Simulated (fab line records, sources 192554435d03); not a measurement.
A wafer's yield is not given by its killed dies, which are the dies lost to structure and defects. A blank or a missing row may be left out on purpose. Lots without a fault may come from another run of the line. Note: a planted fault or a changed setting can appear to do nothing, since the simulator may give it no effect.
fab line records    flow n5-finfet
[record] lots = 7  wafers = 21
route steps=1938 shown BEOL_M11@1562 BEOL_M12@1623 BEOL_M13@1705 BEOL_M15@1776 TV_OPEN@1888
start-h: hours from the record's first day to the start of the lot's first wafer shown    wait-h: time in hours since the lot's previous step    " the same as in the row above    L1.1+2: one row covering several wafers at once    - no value, or no start given    * or withheld: withheld    < > ~ a bound
route shown NAME@n: names a module that has steps shown in the file, with the first one's number in the route    usual: the fault-free wafers' mean and standard deviation    same: alike in all rows    chamber/n: place in a boat    sites: per-site readings    _std_site: standard deviation of those values    _edge_site: inner sites' mean taken away from outer sites' mean    radius-mm: how far each site lies from the wafer's centre    mask NAME#n: copy n    behind: the tool/chamber that last shaped the wafer    hold: reason for holding the lot/hours on hold/outcome of the hold    device: names the non-switching transistor (n, p or np)    end of line: tests of these same wafers at the route's end    a step given without rows: its recipe and nothing more    killed: count of dies lost to structure and defects at first sort (not the wafer's yield)    map: per-die view of a wafer (x killed, . not killed, _ where there is no die)
set.NAME: setting as actually run; set.NAME@STEP: the setting as run at that earlier step    model.NAME: the simulator's own value behind a step, which no gauge read
lots run with intentionally changed settings; tables by step, rows by wafer
[[steps]]
[step N5_BEOL_M11_COAT_22]
[recipe] resist = CAR-ArF  spin-rpm = 1500  resist-thk-nm = 90
lot.wafer  tool            chamber  start-h  wait-h  set.spin-rpm  model.CAR-ArF_of_BEOL_M11_COAT_22.thk-nm
L081.1+3   litho-track-01  0        -        -       1500          89.6
L081.4     "               0        "        "       1500          90
L080.2     litho-track-01  0        -        -       1500          90.2
L080.4     "               0        "        "       1500          90
L080.6     "               0        "        "       1500          90.4
L082.2+3   litho-track-01  0        -        -       1372          94.2
L082.5     "               0        "        "       1372          94
L088.1     litho-track-03  0        -        -       1500          90.4
L088.3+5   "               0        "        "       1500          90.2
L091.2     litho-track-03  0        -        -       1500          90.4
L091.3     "               0        "        "       1583          88
L091.4     "               0        "        "       1500          90
L094.1     litho-track-03  0        -        -       1500          90.2
L094.3+5   "               0        "        "       1586          87.6
L097.3+6   litho-track-01  0        -        -       1500          90
L097.4     "               0        "        "       1500          89.8
[step N5_BEOL_M11_ETCH_66]
[recipe] chemistry = N2/H2  target = SOC  target-depth-a = 1200  overetch-a = 240  mask-material = SiARC  temp-c = 40  time-s = 180  ion-energy-ev = 200  pressure-mtorr = 30  source-w = 840  bias-w = 150  n2-flow-sccm = 200  h2-flow-sccm = 200
lot.wafer   tool         chamber  start-h  wait-h  set.time-s  model.SiARC_of_BEOL_M11_COAT_64.thk-nm
L081.1      rie-diel-03  1        258.57   0.0     215.9       21.8
L081.3      "            3        "        "       180         23.4
L081.4      "            2        "        "       180         22.6
L080.2      rie-diel-02  1        266.78   0.0     180         23.2
L080.4      "            2        "        "       141.2       24.2
L080.6      "            2        "        "       180         22.8
L082.2      rie-diel-03  0        281.37   0.0     151.3       24.4
L082.3      "            1        "        "       180         23.4
L082.5      "            2        "        "       151.3       24
L088.1+3+5  rie-diel-03  1,3,0    310.38   0.0     180         23.2
L091.2+3    rie-diel-03  3,1      321.76   0.0     168         23.6
L091.4      "            2        "        "       180         22.6
L094.1      rie-diel-02  2        352.40   0.0     211.5       21.4
L094.3      "            1        "        "       180         23.2
L094.5      "            3        "        "       211.5       20.8
L097.3      rie-diel-01  1        359.06   0.0     213.1       21.8
L097.4      "            3        "        "       180         22.8
L097.6      "            1        "        "       180         23
[step N5_BEOL_M12_COAT_65]
[recipe] resist = SOC  temp-c = 250  time-s = 60  spin-rpm = 1500  resist-thk-nm = 300
lot.wafer  tool            chamber  start-h  wait-h  set.spin-rpm  model.SOC_of_BEOL_M12_COAT_65.thk-nm
L081.1     litho-track-05  0        262.61   0.0     1500          300
L081.3     "               0        "        "       1500          300.2
L081.4     "               0        "        "       1500          300.4
L080.2     litho-track-04  0        272.26   0.0     1560          292.6
L080.4     "               0        "        "       1560          292.2
L080.6     "               0        "        "       1500          297.8
L082.2     litho-track-03  0        286.37   0.0     1647          285.6
L082.3     "               0        "        "       1500          298.6
L082.5     "               0        "        "       1647          286.6
L088.1     litho-track-04  0        314.33   0.0     1500          299.6
L088.3     "               0        "        "       1500          299
L088.5     "               0        "        "       1500          300
L091.2     litho-track-03  0        328.38   0.0     1571          293.8
L091.3     "               0        "        "       1571          293.2
L091.4     "               0        "        "       1500          300.2
L094.1     litho-track-04  0        359.59   0.0     1582          292.8
L094.3     "               0        "        "       1582          291.6
L094.5     "               0        "        "       1500          300.2
L097.3     litho-track-04  0        363.56   0.0     1500          300.4
L097.4     "               0        "        "       1575          293.2
L097.6     "               0        "        "       1500          299.4
[step N5_BEOL_M13_SPUTTER_43]
[recipe] material = TaN  target-thk-a = 150  temp-c = 50  bias-v = 168.6  power-w = 15000  chamber-pressure-pa = 0.12  time-s = 24.19
lot.wafer  tool            chamber  start-h  wait-h  set.time-s  model.TaN_of_BEOL_M13_SPUTTER_43.thk-nm
L081.1     pvd-sputter-03  -        274.21   0.0     21.97       13.6
L081.3     "               -        "        "       21.97       13.4
L081.4     "               -        "        "       24.19       14.8
L080.2+6   pvd-sputter-03  -        280.73   0.0     24.19       15
L080.4     "               -        "        "       20.83       12.6
L082.2+3   pvd-sputter-01  -        295.76   0.0     24.19       14.8
L082.5     "               -        "        "       25.6        15.6
L088.1     pvd-sputter-01  -        327.12   0.0     24.19       14.8
L088.3     "               -        "        "       24.19       14.6
L088.5     "               -        "        "       24.19       14.4
L091.2     pvd-sputter-02  -        336.94   0.0     25.3        16
L091.3     "               -        "        "       24.19       14.6
L091.4     "               -        "        "       24.19       15.4
L094.1     pvd-sputter-02  -        365.30   0.0     24.19       15
L094.3+5   "               -        "        "       24.19       15.2
L097.3+4   pvd-sputter-01  -        374.10   0.0     24.19       14.8
L097.6     "               -        "        "       24.19       15
[step N5_BEOL_M15_COAT_04]
[recipe] spin-rpm = 1704  resist-thk-nm = 800
lot.wafer  tool            chamber  start-h  wait-h  set.spin-rpm  model.coat_of_BEOL_M15_COAT_04.thk-nm
L081.1     litho-track-05  0        -        -       1704          800.4
L081.3     "               0        "        "       1704          799.4
L081.4     "               0        "        "       1624          822.2
L080.2     litho-track-04  0        -        -       1704          799.6
L080.4     "               0        "        "       1704          801.6
L080.6     "               0        "        "       1704          804.4
L082.2     litho-track-04  0        -        -       1704          796
L082.3     "               0        "        "       1790          776.4
L082.5     "               0        "        "       1790          780
L088.1     litho-track-05  0        -        -       1704          802.2
L088.3     "               0        "        "       1704          799.4
L088.5     "               0        "        "       1704          801
L091.2     litho-track-01  0        -        -       1704          800
L091.3     "               0        "        "       1704          802.6
L091.4     "               0        "        "       1704          800.8
L094.1     litho-track-04  0        -        -       1651          812.2
L094.3     "               0        "        "       1651          811.8
L094.5     "               0        "        "       1704          799.6
L097.3     litho-track-05  0        -        -       1609          822.4
L097.4     "               0        "        "       1704          800
L097.6     "               0        "        "       1609          823.2
[step N5_BEOL_M15_SPUTTER_44]
[recipe] material = Ta  target-thk-a = 150  temp-c = 50  bias-v = 80  power-w = 15000  chamber-pressure-pa = 0.07  time-s = 24.19
lot.wafer   tool            chamber  start-h  wait-h  set.power-w  model.Ta_of_BEOL_M15_SPUTTER_44.thk-nm
L081.1      pvd-sputter-02  -        287.29   0.0     16120        16.4
L081.3      "               -        "        "       16120        16.2
L081.4      "               -        "        "       15000        15
L080.2      pvd-sputter-02  -        295.88   0.0     15000        15
L080.4      "               -        "        "       15000        15.2
L080.6      "               -        "        "       12940        13
L082.2      pvd-sputter-02  -        307.47   0.0     15000        15.2
L082.3      "               -        "        "       15000        15
L082.5      "               -        "        "       15000        15.4
L088.1      pvd-sputter-03  -        342.40   0.0     15000        14.8
L088.3+5    "               -        "        "       15000        15.2
L091.2+3    pvd-sputter-02  -        347.38   0.0     16850        17
L091.4      "               -        "        "       16850        17.4
L094.1+3+5  pvd-sputter-03  -        380.91   0.0     15000        15.4
L097.3      pvd-sputter-02  -        386.45   0.0     13770        14.2
L097.4      "               -        "        "       13770        14
L097.6      "               -        "        "       15000        15.2
[step N5_PASSIVATION_VIA_ETCH_13]
[recipe] chemistry = CHF3/O2  target = SiO2  target-depth-a = 6600  CHF3_flow_sccm = 50  O2_flow_sccm = 5  Ar_flow_sccm = 200  time-s = 330  mask-material = PR  pressure-mtorr = 30  source-w = 650  bias-w = 170  ion-energy-ev = 200  ends = cleared
[usual] rf-vpp-V = 520/18
lot.wafer  tool         chamber  start-h  wait-h  set.bias-w  rf-vpp-V
L081.1     rie-diel-01  2        298.75   0.0     199.9       610
L081.3     "            1        "        "       170         487
L081.4     "            3        "        "       199.9       592
L080.2     rie-diel-03  3        306.28   0.0     170         526
L080.4     "            2        "        "       170         532
L080.6     "            1        "        "       170         512
L082.2     rie-diel-03  3        314.99   0.0     170         526
L082.3     "            1        "        "       170         514
L082.5     "            2        "        "       170         531
L088.1     rie-diel-01  0        352.68   0.0     170         511
L088.3     "            2        "        "       170         537
L088.5     "            2        "        "       170         535
L091.2     rie-diel-02  0        357.13   0.0     170         548
L091.3     "            1        "        "       170         498
L091.4     "            2        "        "       170         519
L094.1     rie-diel-01  1        388.96   0.0     170         488
L094.3     "            3        "        "       170         521
L094.5     "            1        "        "       157         458
L097.3     rie-diel-02  3        393.79   0.0     170         547
L097.4     "            0        "        "       170         548
L097.6     "            2        "        "       170         520
[[key]]
[split] step = N5_BEOL_M11_COAT_22  setting = spin-rpm  stated = 1500  by = wafer
[response] step = N5_BEOL_M11_COAT_22  reading = model.CAR-ArF_of_BEOL_M11_COAT_22.thk-nm  change = -0.427  per = 1%  r = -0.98
[split] step = N5_BEOL_M11_ETCH_66  setting = time-s  stated = 180  by = wafer
[response] step = N5_BEOL_M11_ETCH_66  reading = model.SiARC_of_BEOL_M11_COAT_64.thk-nm  change = -0.0699  per = 1%  r = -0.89
[split] step = N5_BEOL_M12_COAT_65  setting = spin-rpm  stated = 1500  by = wafer
[response] step = N5_BEOL_M12_COAT_65  reading = model.SOC_of_BEOL_M12_COAT_65.thk-nm  change = -1.34  per = 1%  r = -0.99
[split] step = N5_BEOL_M13_SPUTTER_43  setting = time-s  stated = 24.19  by = wafer
[response] step = N5_BEOL_M13_SPUTTER_43  reading = model.TaN_of_BEOL_M13_SPUTTER_43.thk-nm  change = +0.164  per = 1%  r = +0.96
[split] step = N5_BEOL_M15_COAT_04  setting = spin-rpm  stated = 1704  by = wafer
[response] step = N5_BEOL_M15_COAT_04  reading = model.coat_of_BEOL_M15_COAT_04.thk-nm  change = -4.08  per = 1%  r = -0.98
[split] step = N5_BEOL_M15_SPUTTER_44  setting = power-w  stated = 15000  by = wafer
[response] step = N5_BEOL_M15_SPUTTER_44  reading = model.Ta_of_BEOL_M15_SPUTTER_44.thk-nm  change = +0.153  per = 1%  r = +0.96
[split] step = N5_PASSIVATION_VIA_ETCH_13  setting = bias-w  stated = 170  by = wafer
[response] step = N5_PASSIVATION_VIA_ETCH_13  reading = rf-vpp-V  change = +6.42  per = 1%  r = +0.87
